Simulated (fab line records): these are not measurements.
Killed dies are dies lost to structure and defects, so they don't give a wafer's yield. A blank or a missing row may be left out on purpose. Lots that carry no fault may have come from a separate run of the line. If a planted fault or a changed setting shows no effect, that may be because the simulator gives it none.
fab line records / flow nandHarc
record lots=12 wafers=36 lastDay=33
route steps=1302 shown A_M0@1148 A_M1@1183
lots untouched by any fault: they come from a run of this same line in which no faults occurred
startH: start of the lot's first displayed wafer, in hours after the record's first day / waitH: time in hours since the lot's previous step / " as in the row above / L1.1+2: a row that stands for several wafers / - either no value or no given start / * or withheld: withheld / < > ~ a bound
route shown NAME@n: NAME is a module with steps in the file, n the number in the route of the first one / usual: mean/standard deviation taken from wafers without a fault / same: alike in all rows / chamber/n: place in a boat / sites: each site's reading / _std_site: the standard deviation of these / _edge_site: mean of outer sites minus mean of inner sites / radiusMm: how far each site lies from the wafer's centre / mask NAME#n: copy n / behind: the most recent tool/chamber to have shaped the wafer / hold: cause of the lot's hold/its duration in hours/its outcome / device: the transistor (n, p or np) that didn't switch / end of line: tests of these same wafers at the route's end / a step given without rows: its recipe and nothing more / killed: dies that structure and defects cost at the first sort, which is not the same as the wafer's yield / map: shows each die of a wafer: x if killed, . if not, _ if none is there
set.NAME: the setting as run; set.NAME@STEP: as run at that earlier step / model.NAME: the simulator's own value behind a step, which no gauge read
a sample of lots followed through the steps of the route, with each step as a table and each wafer as a row
services: the hour from which a tool's chamber was out of use, counted from the record's first day as startH (under 0 if before that day), plus the number of hours and why
## steps
# step NHARC_A_M0_OVL_MEAS_10
# recipe pitchNm=160
# usual overlayXNm=-0.1/0.78 overlayYNm=0.2/0.92
lot.wafer=L439.1 tool=overlay-01 chamber=- startH=549.41 waitH=- overlayXNm=-0.5 overlayYNm=0.2
lot.wafer=L439.5 tool=overlay-01 chamber=- startH=549.41 waitH=- overlayXNm=0.2 overlayYNm=-0.6
lot.wafer=L439.6 tool=overlay-01 chamber=- startH=549.41 waitH=- overlayXNm=-0.3 overlayYNm=-0.3
lot.wafer=L442.1 tool=overlay-01 chamber=- startH=572.67 waitH=- overlayXNm=0.7 overlayYNm=0.5
lot.wafer=L442.4 tool=overlay-01 chamber=- startH=572.67 waitH=- overlayXNm=0.1 overlayYNm=0.3
lot.wafer=L442.6 tool=overlay-01 chamber=- startH=572.67 waitH=- overlayXNm=0.5 overlayYNm=0.5
lot.wafer=L443.1 tool=overlay-01 chamber=- startH=598.85 waitH=- overlayXNm=-0.7 overlayYNm=0.3
lot.wafer=L443.2 tool=overlay-01 chamber=- startH=598.85 waitH=- overlayXNm=-0.1 overlayYNm=-0.1
lot.wafer=L443.5 tool=overlay-01 chamber=- startH=598.85 waitH=- overlayXNm=0.4 overlayYNm=0.0
lot.wafer=L444.1 tool=overlay-01 chamber=- startH=613.96 waitH=- overlayXNm=-1.0 overlayYNm=2.7
lot.wafer=L444.4 tool=overlay-01 chamber=- startH=613.96 waitH=- overlayXNm=-1.6 overlayYNm=2.9
lot.wafer=L444.6 tool=overlay-01 chamber=- startH=613.96 waitH=- overlayXNm=-1.4 overlayYNm=2.9
lot.wafer=L450.1 tool=overlay-02 chamber=- startH=642.25 waitH=- overlayXNm=-0.4 overlayYNm=2.1
lot.wafer=L450.5 tool=overlay-02 chamber=- startH=642.25 waitH=- overlayXNm=-0.3 overlayYNm=1.5
lot.wafer=L450.6 tool=overlay-02 chamber=- startH=642.25 waitH=- overlayXNm=-0.7 overlayYNm=1.9
lot.wafer=L451.1 tool=overlay-01 chamber=- startH=658.46 waitH=- overlayXNm=-0.5 overlayYNm=0.2
lot.wafer=L451.4 tool=overlay-01 chamber=- startH=658.46 waitH=- overlayXNm=-0.3 overlayYNm=0.6
lot.wafer=L451.6 tool=overlay-01 chamber=- startH=658.46 waitH=- overlayXNm=-0.7 overlayYNm=0.7
lot.wafer=L453.1 tool=overlay-02 chamber=- startH=678.72 waitH=- overlayXNm=0.3 overlayYNm=0.0
lot.wafer=L453.4 tool=overlay-02 chamber=- startH=678.72 waitH=- overlayXNm=0.0 overlayYNm=0.1
lot.wafer=L453.5 tool=overlay-02 chamber=- startH=678.72 waitH=- overlayXNm=-0.2 overlayYNm=-0.4
lot.wafer=L455.2 tool=overlay-02 chamber=- startH=706.86 waitH=- overlayXNm=1.5 overlayYNm=0.5
lot.wafer=L455.3 tool=overlay-02 chamber=- startH=706.86 waitH=- overlayXNm=1.2 overlayYNm=0.9
lot.wafer=L455.4 tool=overlay-02 chamber=- startH=706.86 waitH=- overlayXNm=0.7 overlayYNm=1.0
lot.wafer=L456.2 tool=overlay-01 chamber=- startH=708.34 waitH=- overlayXNm=-1.1 overlayYNm=0.7
lot.wafer=L456.4 tool=overlay-01 chamber=- startH=708.34 waitH=- overlayXNm=-1.0 overlayYNm=0.0
lot.wafer=L456.6 tool=overlay-01 chamber=- startH=708.34 waitH=- overlayXNm=-0.9 overlayYNm=0.3
lot.wafer=L457.1 tool=overlay-01 chamber=- startH=716.00 waitH=- overlayXNm=0.1 overlayYNm=-1.0
lot.wafer=L457.4 tool=overlay-01 chamber=- startH=716.00 waitH=- overlayXNm=0.2 overlayYNm=-0.9
lot.wafer=L457.6 tool=overlay-01 chamber=- startH=716.00 waitH=- overlayXNm=0.4 overlayYNm=-0.8
lot.wafer=L460.1 tool=overlay-01 chamber=- startH=733.72 waitH=- overlayXNm=-0.1 overlayYNm=0.0
lot.wafer=L460.2 tool=overlay-01 chamber=- startH=733.72 waitH=- overlayXNm=0.0 overlayYNm=0.2
lot.wafer=L460.3 tool=overlay-01 chamber=- startH=733.72 waitH=- overlayXNm=0.0 overlayYNm=0.3
lot.wafer=L458.2 tool=overlay-01 chamber=- startH=738.04 waitH=- overlayXNm=0.3 overlayYNm=-1.1
lot.wafer=L458.5 tool=overlay-01 chamber=- startH=738.04 waitH=- overlayXNm=1.1 overlayYNm=-1.2
lot.wafer=L458.6 tool=overlay-01 chamber=- startH=738.04 waitH=- overlayXNm=0.4 overlayYNm=-0.3
# step NHARC_A_M0_THK_MEAS_24
# recipe thkMeasGauge=xrf
# usual thkNm=113.9/1.9
lot.wafer=L439.1 tool=filmMetro-01 chamber=- startH=551.85 waitH=- thkNm=114.5
lot.wafer=L439.5 tool=filmMetro-01 chamber=- startH=551.85 waitH=- thkNm=114.5
lot.wafer=L439.6 tool=filmMetro-01 chamber=- startH=551.85 waitH=- thkNm=110.6
lot.wafer=L442.1 tool=filmMetro-01 chamber=- startH=575.14 waitH=- thkNm=117.0
lot.wafer=L442.4 tool=filmMetro-01 chamber=- startH=575.14 waitH=- thkNm=111.9
lot.wafer=L442.6 tool=filmMetro-01 chamber=- startH=575.14 waitH=- thkNm=115.8
lot.wafer=L443.1 tool=filmMetro-02 chamber=- startH=601.30 waitH=- thkNm=116.1
lot.wafer=L443.2 tool=filmMetro-02 chamber=- startH=601.30 waitH=- thkNm=112.9
lot.wafer=L443.5 tool=filmMetro-02 chamber=- startH=601.30 waitH=- thkNm=113.4
lot.wafer=L444.1 tool=filmMetro-02 chamber=- startH=616.41 waitH=- thkNm=110.9
lot.wafer=L444.4 tool=filmMetro-02 chamber=- startH=616.41 waitH=- thkNm=114.2
lot.wafer=L444.6 tool=filmMetro-02 chamber=- startH=616.41 waitH=- thkNm=111.6
lot.wafer=L450.1 tool=filmMetro-02 chamber=- startH=644.73 waitH=- thkNm=119.0
lot.wafer=L450.5 tool=filmMetro-02 chamber=- startH=644.73 waitH=- thkNm=115.0
lot.wafer=L450.6 tool=filmMetro-02 chamber=- startH=644.73 waitH=- thkNm=116.8
lot.wafer=L451.1 tool=filmMetro-01 chamber=- startH=660.92 waitH=- thkNm=114.1
lot.wafer=L451.4 tool=filmMetro-01 chamber=- startH=660.92 waitH=- thkNm=110.4
lot.wafer=L451.6 tool=filmMetro-01 chamber=- startH=660.92 waitH=- thkNm=115.1
lot.wafer=L453.1 tool=filmMetro-02 chamber=- startH=681.12 waitH=- thkNm=112.7
lot.wafer=L453.4 tool=filmMetro-02 chamber=- startH=681.12 waitH=- thkNm=114.5
lot.wafer=L453.5 tool=filmMetro-02 chamber=- startH=681.12 waitH=- thkNm=115.6
lot.wafer=L455.2 tool=filmMetro-02 chamber=- startH=709.28 waitH=- thkNm=110.7
lot.wafer=L455.3 tool=filmMetro-02 chamber=- startH=709.28 waitH=- thkNm=114.6
lot.wafer=L455.4 tool=filmMetro-02 chamber=- startH=709.28 waitH=- thkNm=113.1
lot.wafer=L456.2 tool=filmMetro-02 chamber=- startH=710.77 waitH=- thkNm=112.4
lot.wafer=L456.4 tool=filmMetro-02 chamber=- startH=710.77 waitH=- thkNm=114.8
lot.wafer=L456.6 tool=filmMetro-02 chamber=- startH=710.77 waitH=- thkNm=114.4
lot.wafer=L457.1 tool=filmMetro-02 chamber=- startH=718.48 waitH=- thkNm=112.1
lot.wafer=L457.4 tool=filmMetro-02 chamber=- startH=718.48 waitH=- thkNm=111.3
lot.wafer=L457.6 tool=filmMetro-02 chamber=- startH=718.48 waitH=- thkNm=113.6
lot.wafer=L460.1 tool=filmMetro-02 chamber=- startH=736.18 waitH=- thkNm=111.0
lot.wafer=L460.2 tool=filmMetro-02 chamber=- startH=736.18 waitH=- thkNm=110.6
lot.wafer=L460.3 tool=filmMetro-02 chamber=- startH=736.18 waitH=- thkNm=115.4
lot.wafer=L458.2 tool=filmMetro-02 chamber=- startH=740.54 waitH=- thkNm=115.6
lot.wafer=L458.5 tool=filmMetro-02 chamber=- startH=740.54 waitH=- thkNm=111.4
lot.wafer=L458.6 tool=filmMetro-02 chamber=- startH=740.54 waitH=- thkNm=112.7
# step NHARC_A_M1_ETCH_35
# recipe targetDepthA=400 overetchA=120 timeS=43.94 ionEnergyEv=200 n2FlowSccm=150 h2FlowSccm=150 arFlowSccm=0 rfW=400 biasW=150 chemistry=N2/H2
# usual drypumpMotorCurrentA=5.90/0.27 mfcArSccm=0.012/0.015 oesProductAu=0.999/0.013 rfVppV=430.6/2.6 runLengthS=65.3/0.41 showerheadPlenumPTorr=2.05/0.091 throttleValvePct=14.172/0.0091
lot.wafer=L439.1 tool=rieDiel-05 chamber=3 startH=553.70 waitH=0.1 drypumpMotorCurrentA=6.38 mfcArSccm=0.001 oesProductAu=0.999 rfHoursCounterH=9.8 rfVppV=432.1 runLengthS=65.2 showerheadPlenumPTorr=2.07 throttleValvePct=14.162
lot.wafer=L439.6 tool=rieDiel-05 chamber=3 startH=553.70 waitH=0.1 drypumpMotorCurrentA=6.36 mfcArSccm=0.001 oesProductAu=1.003 rfHoursCounterH=- rfVppV=433.0 runLengthS=64.8 showerheadPlenumPTorr=2.07 throttleValvePct=14.177
lot.wafer=L439.5 tool=rieDiel-05 chamber=0 startH=553.70 waitH=0.1 drypumpMotorCurrentA=6.00 mfcArSccm=0 oesProductAu=0.986 rfHoursCounterH=- rfVppV=430.9 runLengthS=65.7 showerheadPlenumPTorr=2.09 throttleValvePct=14.174
lot.wafer=L442.1 tool=rieDiel-10 chamber=2 startH=576.84 waitH=0.1 drypumpMotorCurrentA=5.97 mfcArSccm=0 oesProductAu=1.001 rfHoursCounterH=9.7 rfVppV=427.8 runLengthS=65.3 showerheadPlenumPTorr=1.89 throttleValvePct=14.180
lot.wafer=L442.4 tool=rieDiel-10 chamber=0 startH=576.84 waitH=0.1 drypumpMotorCurrentA=5.94 mfcArSccm=0 oesProductAu=1.019 rfHoursCounterH=9.0 rfVppV=430.2 runLengthS=65.5 showerheadPlenumPTorr=2.00 throttleValvePct=14.172
lot.wafer=L442.6 tool=rieDiel-10 chamber=2 startH=576.84 waitH=0.1 drypumpMotorCurrentA=5.96 mfcArSccm=0 oesProductAu=1.019 rfHoursCounterH=- rfVppV=426.7 runLengthS=65.1 showerheadPlenumPTorr=1.89 throttleValvePct=14.163
lot.wafer=L443.1 tool=rieDiel-12 chamber=0 startH=602.97 waitH=0.1 drypumpMotorCurrentA=5.98 mfcArSccm=0 oesProductAu=0.995 rfHoursCounterH=3.2 rfVppV=430.1 runLengthS=65.5 showerheadPlenumPTorr=1.98 throttleValvePct=14.174
lot.wafer=L443.2 tool=rieDiel-12 chamber=2 startH=602.97 waitH=0.1 drypumpMotorCurrentA=5.89 mfcArSccm=0.045 oesProductAu=1.008 rfHoursCounterH=3.4 rfVppV=432.7 runLengthS=64.8 showerheadPlenumPTorr=2.13 throttleValvePct=14.169
lot.wafer=L443.5 tool=rieDiel-12 chamber=0 startH=602.97 waitH=0.1 drypumpMotorCurrentA=5.98 mfcArSccm=0 oesProductAu=0.999 rfHoursCounterH=- rfVppV=428.9 runLengthS=65.8 showerheadPlenumPTorr=1.98 throttleValvePct=14.172
lot.wafer=L444.1 tool=rieDiel-12 chamber=3 startH=618.23 waitH=0.1 drypumpMotorCurrentA=5.59 mfcArSccm=0 oesProductAu=0.992 rfHoursCounterH=3.6 rfVppV=429.8 runLengthS=65.3 showerheadPlenumPTorr=2.07 throttleValvePct=14.171
lot.wafer=L444.4 tool=rieDiel-12 chamber=1 startH=618.23 waitH=0.1 drypumpMotorCurrentA=5.83 mfcArSccm=0.018 oesProductAu=0.990 rfHoursCounterH=3.8 rfVppV=433.4 runLengthS=65.4 showerheadPlenumPTorr=2.17 throttleValvePct=14.182
lot.wafer=L444.6 tool=rieDiel-12 chamber=3 startH=618.23 waitH=0.1 drypumpMotorCurrentA=5.59 mfcArSccm=0 oesProductAu=0.999 rfHoursCounterH=- rfVppV=430.7 runLengthS=65.1 showerheadPlenumPTorr=2.07 throttleValvePct=14.179
lot.wafer=L450.1 tool=rieDiel-10 chamber=1 startH=646.57 waitH=0.1 drypumpMotorCurrentA=6.50 mfcArSccm=0.026 oesProductAu=0.990 rfHoursCounterH=2.8 rfVppV=425.2 runLengthS=53.8 showerheadPlenumPTorr=1.88 throttleValvePct=14.173
lot.wafer=L450.5 tool=rieDiel-10 chamber=2 startH=646.57 waitH=0.1 drypumpMotorCurrentA=5.96 mfcArSccm=0 oesProductAu=0.994 rfHoursCounterH=- rfVppV=426.4 runLengthS=53.1 showerheadPlenumPTorr=1.89 throttleValvePct=14.171
lot.wafer=L450.6 tool=rieDiel-10 chamber=3 startH=646.57 waitH=0.1 drypumpMotorCurrentA=6.07 mfcArSccm=0.003 oesProductAu=0.982 rfHoursCounterH=- rfVppV=425.8 runLengthS=53.0 showerheadPlenumPTorr=1.89 throttleValvePct=14.179
lot.wafer=L451.4 tool=rieDiel-10 chamber=2 startH=662.77 waitH=0.1 drypumpMotorCurrentA=5.96 mfcArSccm=0 oesProductAu=0.984 rfHoursCounterH=3.3 rfVppV=428.1 runLengthS=53.5 showerheadPlenumPTorr=1.89 throttleValvePct=14.155
lot.wafer=L451.1 tool=rieDiel-10 chamber=3 startH=662.77 waitH=0.1 drypumpMotorCurrentA=6.05 mfcArSccm=0.003 oesProductAu=0.977 rfHoursCounterH=3.0 rfVppV=427.8 runLengthS=52.3 showerheadPlenumPTorr=1.89 throttleValvePct=14.182
lot.wafer=L451.6 tool=rieDiel-10 chamber=2 startH=662.77 waitH=0.1 drypumpMotorCurrentA=5.96 mfcArSccm=0 oesProductAu=0.988 rfHoursCounterH=- rfVppV=427.8 runLengthS=53.1 showerheadPlenumPTorr=1.89 throttleValvePct=14.154
lot.wafer=L453.1 tool=rieDiel-05 chamber=2 startH=682.82 waitH=0.1 drypumpMotorCurrentA=5.37 mfcArSccm=0.020 oesProductAu=1.005 rfHoursCounterH=4.0 rfVppV=429.3 runLengthS=64.9 showerheadPlenumPTorr=2.01 throttleValvePct=14.175
lot.wafer=L453.4 tool=rieDiel-05 chamber=3 startH=682.82 waitH=0.1 drypumpMotorCurrentA=6.34 mfcArSccm=0.001 oesProductAu=1.017 rfHoursCounterH=4.7 rfVppV=430.9 runLengthS=65.3 showerheadPlenumPTorr=2.07 throttleValvePct=14.177
lot.wafer=L453.5 tool=rieDiel-05 chamber=2 startH=682.82 waitH=0.1 drypumpMotorCurrentA=5.38 mfcArSccm=0.020 oesProductAu=1.014 rfHoursCounterH=- rfVppV=428.4 runLengthS=64.8 showerheadPlenumPTorr=2.01 throttleValvePct=14.164
lot.wafer=L455.3 tool=rieDiel-12 chamber=2 startH=711.09 waitH=0.1 drypumpMotorCurrentA=5.88 mfcArSccm=0.045 oesProductAu=1.006 rfHoursCounterH=1.3 rfVppV=432.7 runLengthS=64.9 showerheadPlenumPTorr=2.13 throttleValvePct=14.172
lot.wafer=L455.4 tool=rieDiel-12 chamber=0 startH=711.09 waitH=0.1 drypumpMotorCurrentA=5.90 mfcArSccm=0 oesProductAu=0.986 rfHoursCounterH=1.3 rfVppV=427.3 runLengthS=65.6 showerheadPlenumPTorr=1.98 throttleValvePct=14.180
lot.wafer=L455.2 tool=rieDiel-12 chamber=1 startH=711.09 waitH=0.1 drypumpMotorCurrentA=5.82 mfcArSccm=0.018 oesProductAu=0.992 rfHoursCounterH=1.4 rfVppV=433.0 runLengthS=65.4 showerheadPlenumPTorr=2.17 throttleValvePct=14.171
lot.wafer=L456.4 tool=rieDiel-12 chamber=2 startH=712.46 waitH=0.1 drypumpMotorCurrentA=5.88 mfcArSccm=0.045 oesProductAu=1.014 rfHoursCounterH=1.4 rfVppV=433.6 runLengthS=65.3 showerheadPlenumPTorr=2.13 throttleValvePct=14.187
lot.wafer=L456.2 tool=rieDiel-12 chamber=1 startH=712.46 waitH=0.1 drypumpMotorCurrentA=5.80 mfcArSccm=0.018 oesProductAu=1.001 rfHoursCounterH=1.4 rfVppV=434.0 runLengthS=65.8 showerheadPlenumPTorr=2.17 throttleValvePct=14.169
lot.wafer=L456.6 tool=rieDiel-12 chamber=3 startH=712.46 waitH=0.1 drypumpMotorCurrentA=5.59 mfcArSccm=0 oesProductAu=1.007 rfHoursCounterH=- rfVppV=433.5 runLengthS=65.0 showerheadPlenumPTorr=2.07 throttleValvePct=14.171
lot.wafer=L457.4 tool=rieDiel-12 chamber=0 startH=720.34 waitH=0.1 drypumpMotorCurrentA=5.92 mfcArSccm=0 oesProductAu=0.988 rfHoursCounterH=1.5 rfVppV=428.5 runLengthS=65.4 showerheadPlenumPTorr=1.98 throttleValvePct=14.173
lot.wafer=L457.1 tool=rieDiel-12 chamber=1 startH=720.34 waitH=0.1 drypumpMotorCurrentA=5.82 mfcArSccm=0.018 oesProductAu=1.000 rfHoursCounterH=1.6 rfVppV=434.1 runLengthS=66.1 showerheadPlenumPTorr=2.17 throttleValvePct=14.169
lot.wafer=L457.6 tool=rieDiel-12 chamber=1 startH=720.34 waitH=0.1 drypumpMotorCurrentA=5.78 mfcArSccm=0.018 oesProductAu=1.004 rfHoursCounterH=- rfVppV=433.7 runLengthS=65.5 showerheadPlenumPTorr=2.17 throttleValvePct=14.178
lot.wafer=L460.3 tool=rieDiel-10 chamber=1 startH=738.26 waitH=0.1 drypumpMotorCurrentA=6.47 mfcArSccm=0.026 oesProductAu=0.983 rfHoursCounterH=9.9 rfVppV=426.9 runLengthS=65.3 showerheadPlenumPTorr=1.88 throttleValvePct=14.192
lot.wafer=L460.1 tool=rieDiel-10 chamber=2 startH=738.26 waitH=0.1 drypumpMotorCurrentA=5.98 mfcArSccm=0 oesProductAu=0.986 rfHoursCounterH=9.3 rfVppV=427.2 runLengthS=65.2 showerheadPlenumPTorr=1.89 throttleValvePct=14.183
lot.wafer=L460.2 tool=rieDiel-10 chamber=3 startH=738.26 waitH=0.1 drypumpMotorCurrentA=6.07 mfcArSccm=0.003 oesProductAu=0.980 rfHoursCounterH=9.4 rfVppV=426.0 runLengthS=64.4 showerheadPlenumPTorr=1.89 throttleValvePct=14.175
lot.wafer=L458.2 tool=rieDiel-12 chamber=1 startH=742.22 waitH=0.1 drypumpMotorCurrentA=5.80 mfcArSccm=0.018 oesProductAu=0.993 rfHoursCounterH=2.3 rfVppV=435.1 runLengthS=65.4 showerheadPlenumPTorr=2.17 throttleValvePct=14.163
lot.wafer=L458.5 tool=rieDiel-12 chamber=0 startH=742.22 waitH=0.1 drypumpMotorCurrentA=5.98 mfcArSccm=0 oesProductAu=0.983 rfHoursCounterH=- rfVppV=429.5 runLengthS=65.6 showerheadPlenumPTorr=1.98 throttleValvePct=14.153
lot.wafer=L458.6 tool=rieDiel-12 chamber=1 startH=742.22 waitH=0.1 drypumpMotorCurrentA=5.84 mfcArSccm=0.018 oesProductAu=1.003 rfHoursCounterH=- rfVppV=434.4 runLengthS=66.2 showerheadPlenumPTorr=2.17 throttleValvePct=14.156
# step NHARC_A_M1_THK_MEAS_24
# recipe thkMeasGauge=xrf
# usual thkNm=153.9/1.7
lot.wafer=L439.1 tool=filmMetro-02 chamber=- startH=556.04 waitH=- thkNm=153.5
lot.wafer=L439.5 tool=filmMetro-02 chamber=- startH=556.04 waitH=- thkNm=153.3
lot.wafer=L439.6 tool=filmMetro-02 chamber=- startH=556.04 waitH=- thkNm=156.1
lot.wafer=L442.1 tool=filmMetro-01 chamber=- startH=579.16 waitH=- thkNm=157.4
lot.wafer=L442.4 tool=filmMetro-01 chamber=- startH=579.16 waitH=- thkNm=157.8
lot.wafer=L442.6 tool=filmMetro-01 chamber=- startH=579.16 waitH=- thkNm=156.7
lot.wafer=L443.1 tool=filmMetro-02 chamber=- startH=605.30 waitH=- thkNm=152.8
lot.wafer=L443.2 tool=filmMetro-02 chamber=- startH=605.30 waitH=- thkNm=156.3
lot.wafer=L443.5 tool=filmMetro-02 chamber=- startH=605.30 waitH=- thkNm=152.5
lot.wafer=L444.1 tool=filmMetro-02 chamber=- startH=620.57 waitH=- thkNm=155.2
lot.wafer=L444.4 tool=filmMetro-02 chamber=- startH=620.57 waitH=- thkNm=154.0
lot.wafer=L444.6 tool=filmMetro-02 chamber=- startH=620.57 waitH=- thkNm=155.9
lot.wafer=L450.1 tool=filmMetro-02 chamber=- startH=648.92 waitH=- thkNm=152.7
lot.wafer=L450.5 tool=filmMetro-02 chamber=- startH=648.92 waitH=- thkNm=154.9
lot.wafer=L450.6 tool=filmMetro-02 chamber=- startH=648.92 waitH=- thkNm=151.6
lot.wafer=L451.1 tool=filmMetro-02 chamber=- startH=665.13 waitH=- thkNm=156.2
lot.wafer=L451.4 tool=filmMetro-02 chamber=- startH=665.13 waitH=- thkNm=154.3
lot.wafer=L451.6 tool=filmMetro-02 chamber=- startH=665.13 waitH=- thkNm=152.4
lot.wafer=L453.1 tool=filmMetro-02 chamber=- startH=685.13 waitH=- thkNm=154.3
lot.wafer=L453.4 tool=filmMetro-02 chamber=- startH=685.13 waitH=- thkNm=150.4
lot.wafer=L453.5 tool=filmMetro-02 chamber=- startH=685.13 waitH=- thkNm=155.5
lot.wafer=L455.2 tool=filmMetro-02 chamber=- startH=713.43 waitH=- thkNm=152.2
lot.wafer=L455.3 tool=filmMetro-02 chamber=- startH=713.43 waitH=- thkNm=152.4
lot.wafer=L455.4 tool=filmMetro-02 chamber=- startH=713.43 waitH=- thkNm=151.5
lot.wafer=L456.2 tool=filmMetro-02 chamber=- startH=714.81 waitH=- thkNm=154.8
lot.wafer=L456.4 tool=filmMetro-02 chamber=- startH=714.81 waitH=- thkNm=154.8
lot.wafer=L456.6 tool=filmMetro-02 chamber=- startH=714.81 waitH=- thkNm=152.1
lot.wafer=L457.1 tool=filmMetro-01 chamber=- startH=722.68 waitH=- thkNm=153.7
lot.wafer=L457.4 tool=filmMetro-01 chamber=- startH=722.68 waitH=- thkNm=155.0
lot.wafer=L457.6 tool=filmMetro-01 chamber=- startH=722.68 waitH=- thkNm=153.2
lot.wafer=L460.1 tool=filmMetro-01 chamber=- startH=740.72 waitH=- thkNm=153.1
lot.wafer=L460.2 tool=filmMetro-01 chamber=- startH=740.72 waitH=- thkNm=154.4
lot.wafer=L460.3 tool=filmMetro-01 chamber=- startH=740.72 waitH=- thkNm=153.0
lot.wafer=L458.2 tool=filmMetro-02 chamber=- startH=744.55 waitH=- thkNm=152.4
lot.wafer=L458.5 tool=filmMetro-02 chamber=- startH=744.55 waitH=- thkNm=155.2
lot.wafer=L458.6 tool=filmMetro-02 chamber=- startH=744.55 waitH=- thkNm=157.9
## services
tool=rieDiel-05 chamber=0 startH=531.67 hours=2.4 kind=repair
tool=rieDiel-05 chamber=3 startH=540.56 hours=3.4 kind=repair
tool=rieDiel-05 chamber=1 startH=543.27 hours=3.3 kind=repair
tool=rieDiel-12 chamber=0 startH=552.49 hours=- kind=clean
tool=rieDiel-12 chamber=1 startH=552.49 hours=- kind=clean
tool=rieDiel-12 chamber=2 startH=552.49 hours=- kind=clean
tool=rieDiel-12 chamber=3 startH=552.49 hours=- kind=clean
tool=rieDiel-05 chamber=3 startH=557.10 hours=8.5 kind=repair
tool=rieDiel-12 chamber=- startH=566.12 hours=0.2 kind=repair
tool=rieDiel-12 chamber=0 startH=576.99 hours=- kind=clean
tool=rieDiel-12 chamber=1 startH=576.99 hours=- kind=clean
tool=rieDiel-12 chamber=2 startH=576.99 hours=- kind=clean
tool=rieDiel-12 chamber=3 startH=576.99 hours=- kind=clean
tool=rieDiel-05 chamber=- startH=583.93 hours=9.0 kind=pm
tool=rieDiel-10 chamber=- startH=596.50 hours=9.0 kind=pm
tool=rieDiel-12 chamber=0 startH=601.49 hours=- kind=clean
tool=rieDiel-12 chamber=1 startH=601.49 hours=- kind=clean
tool=rieDiel-12 chamber=2 startH=601.49 hours=- kind=clean
tool=rieDiel-05 chamber=2 startH=604.15 hours=4.5 kind=repair
tool=rieDiel-05 chamber=- startH=607.53 hours=0.7 kind=repair
tool=rieDiel-12 chamber=- startH=622.49 hours=9.0 kind=pm
tool=rieDiel-05 chamber=- startH=655.47 hours=0.4 kind=repair
tool=rieDiel-12 chamber=- startH=716.85 hours=0.3 kind=repair
tool=rieDiel-10 chamber=2 startH=740.61 hours=12.1 kind=repair
## key
firstSign step=NHARC_A_M1_ETCH_35 reading=runLengthS direction=down sigmas=29 usual=* struck=*
effect none on later readings
metAt NHARC_A_M1_ETCH_35
struckLots L450,L451
notActingAt NHARC_A_M0_OVL_MEAS_10,NHARC_A_M0_THK_MEAS_24,NHARC_A_M1_THK_MEAS_24
onsetBetween 576.84 646.57
fault kind=processParameterDrift tool=rieDiel-10 chamber=- onsetH=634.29 steps=NHARC_A_M1_ETCH_35 channel=timeS offset=* shape=step endH=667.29 actsIn=* stated=*
